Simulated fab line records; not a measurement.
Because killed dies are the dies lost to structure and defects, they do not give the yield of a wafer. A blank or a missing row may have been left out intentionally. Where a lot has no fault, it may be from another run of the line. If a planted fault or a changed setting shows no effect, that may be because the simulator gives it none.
Which tool is to blame? | flow n5 finfet | 10 lots with 29 wafers sampled at 4 steps, on a route of 1938 steps

== WHAT THE GAUGES READ, wafer by wafer ==
N5_BEOL_M15_OVL_MEAS_29.
lot  | measured     | on         | M15_OVL (nm)
L470 | day 13 20:03 | overlay-02 | 3 -3 0
L473 | day 14 18:03 | overlay-01 | 94 95 101
L476 | day 15 12:48 | overlay-02 | -5 -14 -5
L475 | day 16 01:49 | overlay-01 | 100 97 96
L478 | day 16 21:52 | overlay-02 | -5 -16 3
L482 | day 17 07:20 | overlay-02 | -3 -2 -7
L483 | day 17 22:10 | overlay-01 | -4 3 -8
L484 | day 17 21:54 | overlay-01 | -2 -13
L485 | day 17 22:13 | overlay-02 | 0 -9 -13
L486 | day 18 05:57 | overlay-02 | -1 -5 -3

== EACH LOT AND THE TOOL THAT RAN IT (in order: tool; ch and the chambers of the sampled wafers; start) ==
lot  | N5_BEOL_M15_ETCH_59                | N5_BEOL_M15_ETCH_57                | N5_BEOL_M15_EXPOSE_25
L470 | rie diel-05 ch 0,2, day 13 18:17   | rie diel-01 ch 0,2,3, day 13 19:07 | krf scanner-01 ch 0, day 13 19:51
L473 | rie diel-06 ch 0,2,3, day 14 16:41 | rie diel-05 ch 1,2,3, day 14 17:15 | krf scanner-01 ch 0, day 14 17:51
L476 | rie diel-01 ch 0,1,3, day 15 11:05 | rie diel-01 ch 0,2,3, day 15 11:52 | krf scanner-02 ch 0, day 15 12:36
L475 | rie diel-05 ch 0,1, day 16 00:12   | rie diel-05 ch 0,1,3, day 16 00:53 | krf scanner-01 ch 0, day 16 01:37
L478 | rie diel-01 ch 0,1,3, day 16 20:19 | rie diel-01 ch 0,2,3, day 16 20:56 | krf scanner-02 ch 0, day 16 21:40
L482 | rie diel-06 ch 0,1,2, day 17 05:59 | rie diel-06 ch 0,1,2, day 17 06:32 | krf scanner-02 ch 0, day 17 07:09
L483 | rie diel-01 ch 1,3, day 17 20:23   | rie diel-01 ch 1,3, day 17 21:08   | krf scanner-02 ch 0, day 17 21:58
L484 | rie diel-05 ch 2, day 17 20:24     | rie diel-05 ch 0,1, day 17 20:58   | krf scanner-02 ch 0, day 17 21:43
L485 | rie diel-06 ch 0,3, day 17 20:49   | rie diel-06 ch 0,1,3, day 17 21:23 | krf scanner-02 ch 0, day 17 22:01
L486 | rie diel-06 ch 2,3, day 18 04:33   | rie diel-05 ch 1,2,3, day 18 05:09 | krf scanner-02 ch 0, day 18 05:45
- N5_BEOL_M15_ETCH_59: etches BARC in N2/H2, target depth 89 nm, overetch 26.7 nm, time 67.9 s.
- N5_BEOL_M15_ETCH_57: etches SOC in N2/H2, time 750 s.
- N5_BEOL_M15_EXPOSE_25: exposes mask M15, target cd 400 nm.

== THE ANSWER, worked out from the rows above alone ==
Rule: the lots themselves supply what counts as usual. Put in order of their means at a reading, lots are off if they are a third of the lots or fewer, leave a main group of 4 or more, and stand apart from it by a gap of 3 or more times the standard deviation of the main group's means; of several such gaps the widest counts. If all means in a main group match to the digits the tables above print for the reading, that group is not used. A lot without any number at a reading at which 4 lots or more have one is off too. The other lots that the step has rows for count as sound.
Off: L473, L475, seen at N5_BEOL_M15_OVL_MEAS_29 (M15_OVL). The main group: mean -5 nm, standard deviation 2.6.
If a tool, at a process step before that reading, ran all the lots that are off and no sound lot after the first of them, it fits. Gauges at N5_BEOL_M15_OVL_MEAS_29: tried the same way as those tools. One fits: krf scanner-01 at N5_BEOL_M15_EXPOSE_25. Its last sound lot is L470 (day 13 19:51), its first lot that is off L473 (day 14 17:51): a fault that began between those two fits.

== WHAT THE SIMULATOR HAD INSERTED ==
Scanner matching overlay: krf scanner-01, from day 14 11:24 on, at N5_BEOL_M15_EXPOSE_25. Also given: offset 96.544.
Shown lots that were struck: L473, L475. The rule given above showed the same thing.
